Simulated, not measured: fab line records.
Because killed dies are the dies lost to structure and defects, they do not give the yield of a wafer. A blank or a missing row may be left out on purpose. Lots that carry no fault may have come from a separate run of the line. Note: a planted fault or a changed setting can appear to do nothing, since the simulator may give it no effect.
Matching of chambers    flow nandHarc    NHARC_A_CHANNEL_FILL_D1_ETCHBACK_20 on rieDiel-08: 4 sister chambers
The step etches the open film in C4F8/O2/Ar, target depth 27 nm, time 13.5 s. 4 wafers are shown with their chamber, then 8 later ones without.

WAFERS WITH THEIR CHAMBER
wafer   chamber  rfVppV (V)
L084.1  2        985
L084.2  3        972
L084.4  0        979
L086.1  1        987

WAFERS MISSING THEIR CHAMBER
wafer   rfVppV (V)
L086.2  977
L086.6  989
L094.1  983
L094.2  973
L094.6  973
L096.1  984
L096.3  978
L096.4  987

WHICH CHAMBER EACH ONE RAN IN
wafer   from the rows above           in truth
L086.2  0                             0
L086.6  can't be placed: 1 or 2       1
L094.1  can't be placed: 2 or 0 or 1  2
L094.2  3                             3
L094.6  3                             3
L096.1  can't be placed: 2 or 1       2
L096.3  0                             0
L096.4  can't be placed: 1 or 2       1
Correctly placed: 4 of 8. From these rows, 4 cannot be placed; in 4 the true chamber is one of the candidates. Wrongly placed: 0.
How it was worked out, from the rows above alone: a wafer's distance from a chamber is the root of the sum, over the readings, of the square of ((its reading less the chamber's mean) divided by the reading's scatter). If the next closest chamber is less than 2 further off than the closest, the wafer can't be placed; otherwise it belongs to the closest. Each chamber's mean is taken over the wafers shown for it. The scatter: with one shown wafer a chamber, the root of the mean of the squares of how far each hidden wafer lies from its nearest shown one.
